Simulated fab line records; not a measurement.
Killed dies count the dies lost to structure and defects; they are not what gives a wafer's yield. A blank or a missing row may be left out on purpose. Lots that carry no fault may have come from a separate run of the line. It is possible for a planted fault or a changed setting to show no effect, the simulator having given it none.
Which of the tools did it?	flow nand harc	39 wafers from 13 lots sampled at 5 of the route's 1302 steps

== WHAT THE GAUGES READ, wafer by wafer ==
NHARC_P_M0_CD_MEAS_16.
lot	measured	on	cd nm (nm)
L283	day 6 08:16	cd sem-01	90.3 90.7 92.2
L284	day 6 09:06	cd sem-01	91.6 92.2 89.0
L286	day 7 11:41	cd sem-02	91.0 92.0 91.6
L288	day 7 23:27	cd sem-01	89.7 90.4 88.7
L289	day 8 16:44	cd sem-03	90.1 90.3 90.5
L292	day 10 03:47	cd sem-02	91.8 89.3 90.5
L296	day 11 07:19	cd sem-01	90.8 89.9 90.2
L299	day 12 20:30	cd sem-01	91.2 91.2 90.4
L301	day 13 23:21	cd sem-01	88.9 91.4 89.9
L302	day 14 04:36	cd sem-02	89.3 89.1 90.0
L303	day 14 08:55	cd sem-02	92.7 90.8 91.3
L305	day 14 21:23	cd sem-01	91.7 89.3 93.5
L306	day 15 14:58	cd sem-02	89.5 89.2 92.7

NHARC_END_SORT_01.
lot	measured	on	defect limited yield (%)	killed at array	killed at other	killed at periphery	killed dies	killed open	killed short	sort_bin_2_pct (%)	sort_bin_3_pct (%)	sort_bin_4_pct (%)	sort n pass	sort rim yield pct (%)	sort yield pct (%)
L284	day 24 18:27	prober-01	86.4 88.5 87.4	89 73 82	0 0 0	3 5 3	92 78 85	3 2 2	4 4 1	3.8 4.9 4.9	1.3 0.6 1.0	8.4 6.1 6.6	585 599 592	83 85 80	86.4 88.5 87.4
L292	day 28 03:53	prober-01	0 0 0	54 52 60	3 3 4	620 622 613	677 677 677	5 2 4	3 1 0	94.1 93.8 93.5	0.7 0 0.7	5.2 6.2 5.8	0 0 0	0 0 0	0 0 0
L296	day 29 08:14	prober-02	0 0 0	38 44 30	0 4 0	639 629 647	677 677 677	2 3 3	3 5 2	95.9 94.8 96.3	0 0.6 0.1	4.1 4.6 3.5	0 0 0	0 0 0	0 0 0
L299	day 31 08:51	prober-02	91.1 92.2 90.3	59 51 64	1 2 0	0 0 2	60 53 66	2 2 6	2 2 1	2.5 2.5 4.3	0.6 0.7 0.9	5.8 4.6 4.6	617 624 611	87 87 91	91.1 92.2 90.3
L301	day 31 11:34	prober-01	92.6 94.2 92.3	44 37 47	2 0 1	4 2 4	50 39 52	2 2 5	3 1 7	2.8 1.9 2.2	0.6 0.3 0.7	4.0 3.5 4.7	627 638 625	89 90 90	92.6 94.2 92.3
L302	day 32 09:04	prober-01	92.2 91.9 91.4	50 45 48	0 1 3	3 9 7	53 55 58	6 1 1	6 4 0	2.5 2.8 2.2	0.6 0.4 0.7	4.7 4.9 5.6	624 622 619	87 91 89	92.2 91.9 91.4
L305	day 33 02:56	prober-01	92.3 92.2 93.2	49 49 46	1 1 0	2 3 0	52 53 46	2 8 2	3 3 0	3.2 2.4 1.9	0.6 0.3 0.4	3.8 5.2 4.4	625 624 631	88 91 92	92.3 92.2 93.2
L306	day 33 05:47	prober-02	93.5 93.2 92.6	37 45 40	1 0 3	6 1 7	44 46 50	1 2 5	2 3 0	2.1 3.2 2.5	0.7 0.4 0.1	3.7 3.1 4.7	633 631 627	89 92 88	93.5 93.2 92.6

== TOOL THAT RAN EACH LOT (tool first, then ch and the chambers of the sampled wafers, then the start) ==
lot	NHARC_P_GATE_DEGAS_109	NHARC_P_CONTACT_DEP_30	NHARC_P_M0_DEP_00
L283	pvd sputter-01, day 6 00:55	pecvd-04 ch 0,2, day 6 01:59	pecvd-01 ch 1,2, day 6 06:53
L284	pvd sputter-02, day 6 01:52	pecvd-02 ch 0,1, day 6 02:55	pecvd-04 ch 0,2, day 6 07:52
L286	pvd sputter-03, day 7 04:28	pecvd-04 ch 0,1,2, day 7 05:31	pecvd-04 ch 1,2, day 7 10:22
L288	pvd sputter-03, day 7 16:14	pecvd-04 ch 1,2, day 7 17:17	pecvd-03 ch 0,2, day 7 22:08
L289	pvd sputter-02, day 8 09:07	pecvd-02 ch 1,2, day 8 10:11	pecvd-03 ch 0,2, day 8 14:55
L292	pvd sputter-01, day 9 19:51	pecvd-04 ch 1,2, day 9 20:52	pecvd-03 ch 0,1, day 10 01:49
L296	pvd sputter-02, day 10 23:23	pecvd-01 ch 0,1, day 11 00:35	pecvd-04 ch 1,2, day 11 05:34
L299	pvd sputter-02, day 12 13:30	pecvd-01 ch 1,2, day 12 14:35	pecvd-04 ch 0,1, day 12 19:21
L301	pvd sputter-02, day 13 16:06	pecvd-01 ch 1,2, day 13 17:07	pecvd-04 ch 0,1,2, day 13 22:00
L302	pvd sputter-02, day 13 21:11	pecvd-01 ch 0,2, day 13 22:11	pecvd-03 ch 0,1, day 14 03:14
L303	pvd sputter-03, day 14 01:35	pecvd-02 ch 0,1, day 14 02:35	pecvd-03 ch 0,1, day 14 07:36
L305	pvd sputter-03, day 14 14:08	pecvd-04 ch 0,1,2, day 14 15:11	pecvd-04 ch 1,2, day 14 20:10
L306	pvd sputter-01, day 15 07:31	pecvd-02 ch 0,1, day 15 08:32	pecvd-01 ch 0,1, day 15 13:46
- NHARC_P_GATE_DEGAS_109: time 60 s.
- NHARC_P_CONTACT_DEP_30: deposits SiNx, target thk 30 nm.
- NHARC_P_M0_DEP_00: deposits SiOC, target thk 150 nm.

== WHAT THE TOOLS THEMSELVES READ (means of the sampled wafers that have a number; where no wafer has one, the mark that the record gives instead) ==
NHARC_P_GATE_DEGAS_109.
lot	tool	heater power w (W)
L283	pvd sputter-01	495
L284	pvd sputter-02	536
L286	pvd sputter-03	489
L288	pvd sputter-03	544
L289	pvd sputter-02	500
L292	pvd sputter-01	511
L296	pvd sputter-02	505
L299	pvd sputter-02	504
L301	pvd sputter-02	497
L302	pvd sputter-02	527
L303	pvd sputter-03	501
L305	pvd sputter-03	512
L306	pvd sputter-01	500

NHARC_P_CONTACT_DEP_30.
lot	tool	heater power w (W)
L283	pecvd-04	855
L284	pecvd-02	681
L286	pecvd-04	750
L288	pecvd-04	859
L289	pecvd-02	789
L292	pecvd-04	834
L296	pecvd-01	647
L299	pecvd-01	755
L301	pecvd-01	763
L302	pecvd-01	691
L303	pecvd-02	796
L305	pecvd-04	759
L306	pecvd-02	702

== THE ANSWER, worked out from the rows above alone ==
Rule: usual is defined by the lots themselves. The widest of any qualifying gaps counts: lots, ordered by their means at a reading, are off when they make up no more than a third of the lots, leave a main group of 4 or more, and stand apart from it by 3 or more times the standard deviation of that group's means. Not used: any main group whose means are identical at the precision the tables above print for the reading. A lot without any number at a reading at which 4 lots or more have one is off too. All remaining lots with rows at the step are treated as sound. First the gauges in route order, then the tools' own readings, where a lot's mean is used as printed above. The first step at which some lot is off is used, and at that step the reading that is off furthest; a lot without a number counts as furthest.
Off, at NHARC_END_SORT_01 on killed at periphery: L292, L296. Main group: mean 3.4, sd 1.9. Neither off nor sound, because the step has no rows for them: L283, L286, L288, L289, L303.
If a tool, at a process step before that reading, ran all the lots that are off and no sound lot after the first of them, it fits. The gauges at NHARC_END_SORT_01 are tried like those tools. No candidate that was tried fits.

== WHAT THE SIMULATOR HAD INSERTED ==
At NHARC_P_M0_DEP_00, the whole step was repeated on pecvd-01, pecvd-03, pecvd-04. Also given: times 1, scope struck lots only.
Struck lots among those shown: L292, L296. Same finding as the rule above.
